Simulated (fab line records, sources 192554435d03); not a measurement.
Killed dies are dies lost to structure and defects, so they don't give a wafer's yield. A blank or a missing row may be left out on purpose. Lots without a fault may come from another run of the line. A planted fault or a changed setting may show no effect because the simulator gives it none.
fab line records | flow n5_finfet | part 2 of 2: steps 19 to 26 of 26
record lots=5 wafers=15 last_day=16
route steps=1938 shown BEOL_M5@1153
lots that met no fault: from a run of the same line without faults
start_h: hours from the record's first day to the start of the lot's first wafer shown | wait_h: hours since the lot's step before | " the same as in the row above | L1.1+2: a row that stands for several wafers | - no value, or no start given | * or withheld: withheld | < > ~ a bound
route shown NAME@n: a module of which the file shows steps, and the number in the route of the first | usual: mean/standard deviation of fault-free wafers | same: alike in all rows | chamber/n: place in a boat | sites: the reading at each site | _std_site: their standard deviation | _edge_site: outer sites' mean less inner sites' | radius_mm: how far each site lies from the wafer's centre | mask NAME#n: copy n | behind: the tool/chamber that last shaped the wafer | hold: why the lot was held/for how many hours/how that ended | device: the transistor (n, p or np) that didn't switch | end of line: the same wafers' tests at the end of the route | a step without rows: its recipe alone | killed: dies lost to structure and defects at the first sort, not the wafer's yield | map: a wafer's dies, x killed, . not, _ none there
set.NAME: the setting as run; set.NAME@STEP: as run at that earlier step | model.NAME: the simulator's own value behind a step, which no gauge read
lots at some steps of the route; a table a step, a row a wafer
services: from which hour (start_h, from the record's first day; less than 0 if before it) a tool's chamber was out of use, for how many hours, and why
## steps
# step N5_BEOL_M5_PRE_CLEAN_45
# recipe gas=H2/He time_s=30 temp_c=250
# usual heater_power_w=352/50 susceptor_temp_C=250.00/0.18
# columns lot.wafer tool chamber start_h wait_h heater_power_w susceptor_temp_C
L074.4 pvd_sputter-03 - 177.26 0.0 458 250.02
L074.5 " - " " 464 250.05
L074.6 " - " " 292 249.70
L083.2 pvd_sputter-02 - 232.29 0.0 388 249.95
L083.4 " - " " 357 249.86
L083.6 " - " " 358 249.90
L091.2 pvd_sputter-02 - 275.98 0.0 303 250.03
L091.3 " - " " 348 250.05
L091.4 " - " " 380 249.92
L092.4 pvd_sputter-02 - 284.93 0.0 370 249.66
L092.5 " - " " 351 250.19
L092.6 " - " " 393 249.85
L093.3 pvd_sputter-01 - 288.69 0.0 352 250.23
L093.5 " - " " 382 250.20
L093.6 " - " " 320 249.73
# step N5_BEOL_M5_ALD_86
# recipe material=TaN target_thk_a=* temp_c=275 ald_precursor_family=PDMAT ald_co_reactant=NH3 pressure_torr=3 carrier_flow_sccm=1500 pulse_time_s=2 purge_time_s=3 co_reactant_purge_time_s=2 co_reactant_pulse_time_s=3 ald_cycles=30 precursor_vessel_temp_c=75 precursor_vessel_pressure_torr=26.25 precursor_vessel_carrier_sccm=1000
# usual heater_power_w=432/48 susceptor_temp_C=275.01/0.18
# columns lot.wafer tool chamber start_h wait_h heater_power_w susceptor_temp_C
L074.4 ald_metal-02 0 177.32 0.0 400 274.88
L074.5 " 1 " " 461 274.94
L074.6 " 2 " " 422 275.62
L083.2 ald_metal-02 0 232.35 0.0 397 274.72
L083.4 " 1 " " 474 275.15
L083.6 " 3 " " 391 274.97
L091.2 ald_metal-02 1 276.04 0.0 471 274.90
L091.3 " 2 " " 427 274.99
L091.4 " 0 " " 396 274.73
L092.4 ald_metal-02 0 285.01 0.1 402 275.04
L092.5 " 3 " " 388 275.22
L092.6 " 0 " " 402 274.95
L093.3 ald_metal-01 1 288.76 0.1 465 275.01
L093.5 " 1 " " 466 275.12
L093.6 " 2 " " 526 274.72
# step N5_BEOL_M5_SURFACE_TREAT_87
# recipe gas=Ar time_s=* ion_energy_ev=* ion_current_ma_cm2=0.5 pressure_mtorr=* ar_flow_sccm=30
# usual throttle_valve_pct=*
# columns lot.wafer tool chamber start_h wait_h throttle_valve_pct
L074.4 pvd_sputter-01 - 177.64 0.2 *
L074.5 " - " " *
L074.6 " - " " *
L083.2 pvd_sputter-02 - 232.61 0.2 *
L083.4 " - " " *
L083.6 " - " " *
L091.2 pvd_sputter-02 - 276.30 0.2 *
L091.3 " - " " *
L091.4 " - " " *
L092.4 pvd_sputter-01 - 286.23 1.1 *
L092.5 " - " " *
L092.6 " - " " *
L093.3 pvd_sputter-01 - 289.00 0.1 *
L093.5 " - " " *
L093.6 " - " " *
# step N5_BEOL_M5_CVD_47
# recipe material=Co target_thk_a=30 temp_c=withheld precursor=CCTBA/H2 pressure_torr=30 time_s=216
# columns lot.wafer tool chamber start_h wait_h
L074.4+5+6 cvd_co-02 2,0,1 177.77 0.1
L083.2+4+6 cvd_co-02 1,1,0 232.67 0.0
L091.2+3+4 cvd_co-01 0,2,2 276.36 0.0
L092.4+5+6 cvd_co-01 1,2,0 286.40 0.1
L093.3+5+6 cvd_co-02 2,2,1 289.14 0.1
# step N5_BEOL_M5_SPUTTER_48
# recipe material=Cu target_thk_a=150 temp_c=-20 chamber_pressure_pa=0.07 power_w=withheld time_s=27.62
# usual chuck_gas_flow_sccm=1.26/0.049 susceptor_temp_C=-19.99/0.1 throttle_valve_pct=29.8/1.1
# columns lot.wafer tool chamber start_h wait_h chuck_gas_flow_sccm susceptor_temp_C throttle_valve_pct
L074.4 pvd_sputter-01 - 177.94 0.1 1.20 -19.95 30.9
L074.5 " - " " 1.30 -19.94 29.7
L074.6 " - " " 1.30 -19.91 30.6
L083.2 pvd_sputter-02 - 232.91 0.2 1.27 -19.91 29.0
L083.4 " - " " 1.30 -19.94 30.4
L083.6 " - " " 1.23 -20.02 28.6
L091.2 pvd_sputter-02 - 276.54 0.1 1.38 -20.10 28.8
L091.3 " - " " 1.16 -20.03 30.3
L091.4 " - " " 1.21 -20.12 28.6
L092.4 pvd_sputter-03 - 286.51 0.0 1.28 -19.91 29.7
L092.5 " - " " 1.16 -20.06 29.8
L092.6 " - " " 1.26 -20.24 28.7
L093.3 pvd_sputter-02 - 289.50 0.3 1.25 -19.86 30.4
L093.5 " - " " 1.26 -19.95 30.4
L093.6 " - " " 1.26 -20.06 28.8
# step N5_BEOL_M5_ANNEAL_49
# recipe temp_c=400 time_s=1800 ambient=vacuum
# usual heater_power_w=872/120 susceptor_temp_C=400.02/0.24
# columns lot.wafer tool chamber start_h wait_h heater_power_w susceptor_temp_C
L074.4 pvd_sputter-01 - 178.03 0.0 792 400.47
L074.5 " - " " 748 400.26
L074.6 " - " " 817 399.78
L083.2 pvd_sputter-02 - 232.99 0.0 912 399.80
L083.4 " - " " 970 399.76
L083.6 " - " " 881 399.72
L091.2 pvd_sputter-02 - 276.62 0.0 758 400.20
L091.3 " - " " 956 399.36
L091.4 " - " " 883 400.31
L092.4 pvd_sputter-03 - 286.59 0.0 1128 400.42
L092.5 " - " " 1125 400.23
L092.6 " - " " 749 399.84
L093.3 pvd_sputter-02 - 289.58 0.0 952 400.27
L093.5 " - " " 921 400.14
L093.6 " - " " 886 399.63
# step N5_BEOL_M5_SPUTTER_81
# recipe material=Cu target_thk_a=150 temp_c=-20 chamber_pressure_pa=0.07 power_w=withheld time_s=27.62
# usual chuck_gas_flow_sccm=1.26/0.053 susceptor_temp_C=-19.98/0.11 throttle_valve_pct=29.8/1.1
# columns lot.wafer tool chamber start_h wait_h chuck_gas_flow_sccm susceptor_temp_C throttle_valve_pct
L074.4 pvd_sputter-01 - 179.12 0.5 1.22 -19.85 31.0
L074.5 " - " " 1.33 -19.96 29.3
L074.6 " - " " 1.32 -20.12 30.8
L083.2 pvd_sputter-02 - 234.00 0.5 1.30 -20.02 29.1
L083.4 " - " " 1.29 -19.96 30.4
L083.6 " - " " 1.21 -19.94 28.9
L091.2 pvd_sputter-02 - 277.62 0.5 1.24 -20.08 28.9
L091.3 " - " " 1.32 -19.93 30.3
L091.4 " - " " 1.27 -19.97 28.9
L092.4 pvd_sputter-03 - 287.60 0.5 1.27 -19.98 29.9
L092.5 " - " " 1.13 -20.04 29.8
L092.6 " - " " 1.25 -20.06 28.8
L093.3 pvd_sputter-02 - 290.59 0.5 1.24 -19.96 30.2
L093.5 " - " " 1.29 -19.81 30.7
L093.6 " - " " 1.12 -19.89 28.7
# step N5_BEOL_M5_ANNEAL_82
# recipe temp_c=400 time_s=1800 ambient=vacuum
# usual heater_power_w=872/120 susceptor_temp_C=400.03/0.21
# columns lot.wafer tool chamber start_h wait_h heater_power_w susceptor_temp_C
L074.4 pvd_sputter-01 - 179.21 0.0 801 399.79
L074.5 " - " " 758 400.22
L074.6 " - " " 819 399.84
L083.2 pvd_sputter-02 - 234.08 0.0 905 400.07
L083.4 " - " " 927 400.08
L083.6 " - " " 897 400.46
L091.2 pvd_sputter-02 - 277.70 0.0 773 399.88
L091.3 " - " " 948 399.86
L091.4 " - " " 901 400.00
L092.4 pvd_sputter-03 - 287.68 0.0 1149 400.21
L092.5 " - " " 1144 400.15
L092.6 " - " " 747 399.69
L093.3 pvd_sputter-02 - 290.67 0.0 948 400.06
L093.5 " - " " 911 399.97
L093.6 " - " " 887 400.11
## services
# columns tool chamber start_h hours kind
ald_metal-01 3 157.51 3.4 repair
uv_cure-01 - 181.35 2.1 pm
ald_metal-01 3 188.50 7.2 repair
wet_bench-06 - 205.14 0.9 repair
cvd_co-02 - 209.17 1.3 repair
rie_diel-05 0 215.24 3.8 repair
ald_metal-02 2 230.35 24.7 repair
wet_bench-06 - 240.09 2.5 repair
rie_diel-05 0 241.21 - clean
rie_diel-05 0 241.21 - consumable_replace:focus_ring
rie_diel-05 0 241.21 16.2 scheduled_down
rie_diel-05 0 241.21 16.2 vent_cycle
uv_cure-03 - 241.21 7.5 pm
rie_diel-02 - 243.38 28.1 pm
cvd_co-01 - 247.06 14.6 pm
rie_diel-05 - 253.86 0.2 repair
ald_metal-01 1 257.38 3.0 repair
rie_diel-05 2 270.57 - clean
rie_diel-05 2 270.57 - consumable_replace:focus_ring
uv_cure-01 - 271.31 6.6 repair
ald_metal-01 3 273.28 24.0 repair
cvd_co-01 - 283.11 0.4 repair
uv_cure-01 - 287.85 6.0 pm
rie_diel-02 3 290.29 7.6 repair
